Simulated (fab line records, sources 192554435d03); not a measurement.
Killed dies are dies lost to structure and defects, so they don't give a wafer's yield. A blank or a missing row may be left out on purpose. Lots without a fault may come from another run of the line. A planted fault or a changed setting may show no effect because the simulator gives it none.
Problem report in the 8D (eight disciplines) form, filled by code | flow n5_finfet | the parts of the form that need people (team, actions taken, sign-off) are left out

1. THE PROBLEM
exposure_dose_mJ_cm2 at N5_FIN_SAQP_EXPOSE_13 reads a mean of 64.64 on 6 wafers of 2 lots; wafers without a fault read 63.20 with a standard deviation of 0.066. That is +22 standard deviations from the usual mean.
The step: exposes mask FIN CORE, target cd 35.6 nm.
First seen on wafer L569.1, day 3 22:59, on arfi_scanner-03. The record holds 39 wafers of 13 lots with a number at this step. Rule for "out", or "out of limits": more than 4 standard deviations from the usual mean. The other wafers with a number count as sound.

2. WHAT IT IS AND WHAT IT IS NOT
question                    | is                     | is not
which readings at this step | exposure_dose_mJ_cm2   | -
which lots                  | L569, L571             | L561, L562, L565, L566, L572, L574, L575, L577, L580, L581, L583
which wafers of those lots  | all that have a number | -
read on which tools         | arfi_scanner-03        | arfi_scanner-01, arfi_scanner-02
when                        | from day 3 22:59       | up to then (12 sound wafers); but 21 sound wafers of L572, L574, L575, L577, L580, L581, L583 came after

3. SUSPECTS, AND WHAT RULES EACH OUT
Counting: a tool at a process step up to the reading stays a suspect if it ran every lot that is out and no sound lot after the first of them.
- pecvd-02 at N5_FIN_SAQP_HM_DEP_72 (deposits SiO2 from SiH4/N2O, target thk 12 nm, time 7.2 s): ruled out as a lasting fault. Sound lots L580, L581, L583 ran on it after its first lot that is out, L569 (day 3 22:48).
- arfi_scanner-03 at N5_FIN_SAQP_EXPOSE_13 (exposes mask FIN CORE, target cd 35.6 nm): kept. It ran every lot that is out, first L569 (day 3 22:59), and no sound lot after that; its last sound lot up to then is L566 (day 3 04:17). Its own readings are out on those wafers: exposure_dose_mJ_cm2.
Left after counting: arfi_scanner-03 at N5_FIN_SAQP_EXPOSE_13.

4. THE CAUSE (what the simulator had put in)
Process parameter drift: arfi_scanner-03, from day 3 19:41 on, at N5_FIN_SAQP_EXPOSE_13. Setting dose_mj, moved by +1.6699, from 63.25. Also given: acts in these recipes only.
Counting left only this tool.

5. THE CHAIN OF EFFECTS, in route order
Each row: a reading whose mean over the struck wafers that have a number lies more than 3 standard deviations from the usual. Only readings for which the record gives a usual standard deviation are gone through. hours: the time from each lot's start at the first step in this table that gives one to its start at this step, as a median over the lots. sigmas: the change in usual standard deviations.
hours | step                  | reading              | usual | on struck wafers | change | sigmas
0     | N5_FIN_SAQP_EXPOSE_13 | exposure_dose_mJ_cm2 | 63.20 | 64.64            | +1.44  | +22
The process steps in it:
- N5_FIN_SAQP_EXPOSE_13: exposes mask FIN CORE, target cd 35.6 nm.
Later measuring or inspecting steps at which every struck wafer that the step has a row for has a number for every such reading, and none has moved that far: N5_FIN_SAQP_OVL_MEAS_17, N5_FIN_SAQP_INSPECT_18.

6. WHAT WOULD HAVE CAUGHT IT SOONER
In this record the first reading out of limits was taken at day 3 22:59, 3 hours after the fault began at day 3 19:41.
